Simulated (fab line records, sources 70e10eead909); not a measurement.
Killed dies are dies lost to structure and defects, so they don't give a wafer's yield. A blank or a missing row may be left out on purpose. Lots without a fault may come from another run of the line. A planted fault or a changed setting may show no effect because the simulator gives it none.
Chamber matching | flow nand_harc | NHARC_P_M2_STRIP_18 on rie_diel-03: 4 sister chambers
The step strips in N2/H2. 14 wafers are shown with their chamber, then 7 later ones without.

WAFERS WITH THEIR CHAMBER
wafer  | chamber | drypump_motor_current_A (A) | rf_vpp_V (V) | throttle_valve_pct (%)
L766.1 | 3       | 5.9                         | 92.0         | 14.170
L766.5 | 0       | 5.7                         | 90.7         | 14.176
L766.6 | 1       | 5.1                         | 90.6         | 14.186
L767.3 | 1       | 5.1                         | 90.8         | 14.179
L767.5 | 3       | 5.9                         | 92.2         | 14.159
L767.6 | 0       | 5.7                         | 91.5         | 14.162
L771.3 | 2       | 6.1                         | 89.7         | 14.176
L771.5 | 2       | 6.1                         | 90.3         | 14.177
L771.6 | 1       | 5.0                         | 90.8         | 14.152
L773.4 | 2       | 6.1                         | 89.5         | 14.178
L773.5 | 0       | 5.7                         | 89.5         | 14.176
L773.6 | 1       | 5.1                         | 91.5         | 14.165
L774.4 | 0       | 5.7                         | 89.0         | 14.168
L774.5 | 3       | 5.9                         | 91.2         | 14.173

SIGNATURES (means of the wafers above)
reading                 | chamber 0 | chamber 1 | chamber 2 | chamber 3 | scatter within a chamber
drypump_motor_current_A | 5.700     | 5.075     | 6.100     | 5.900     | 0.0274
rf_vpp_V                | 90.175    | 90.925    | 89.833    | 91.800    | 0.724
throttle_valve_pct      | 14.17050  | 14.17050  | 14.17700  | 14.16733  | 0.00967
Rule: a wafer's distance from a chamber is the root of the sum, over the readings, of the square of ((its reading less the chamber's mean) divided by the reading's scatter). The wafer belongs to the nearest chamber; if the next one is less than 2 further off, it can't be placed. The scatter: the root of (the sum of the squares of (reading less its chamber's mean) over the shown wafers, divided by (wafers less chambers)).

WAFERS WITHOUT THEIR CHAMBER
wafer  | drypump_motor_current_A (A) | rf_vpp_V (V) | throttle_valve_pct (%)
L774.6 | 5.7                         | 90.2         | 14.162
L776.2 | 5.9                         | 90.5         | 14.188
L776.4 | 5.7                         | 89.9         | 14.168
L776.6 | 5.7                         | 89.2         | 14.185
L788.1 | 5.9                         | 90.9         | 14.151
L788.2 | 6.1                         | 91.1         | 14.151
L788.4 | 5.0                         | 91.3         | 14.162

WHICH CHAMBER EACH WENT THROUGH
wafer  | from the rows above | in truth
L774.6 | 0                   | 0
L776.2 | 3                   | 3
L776.4 | 0                   | 0
L776.6 | 0                   | 0
L788.1 | 3                   | 3
L788.2 | 2                   | 2
L788.4 | 1                   | 1
Placed correctly: 7 of 7. Can't be placed from these rows: 0. Placed wrongly: 0.
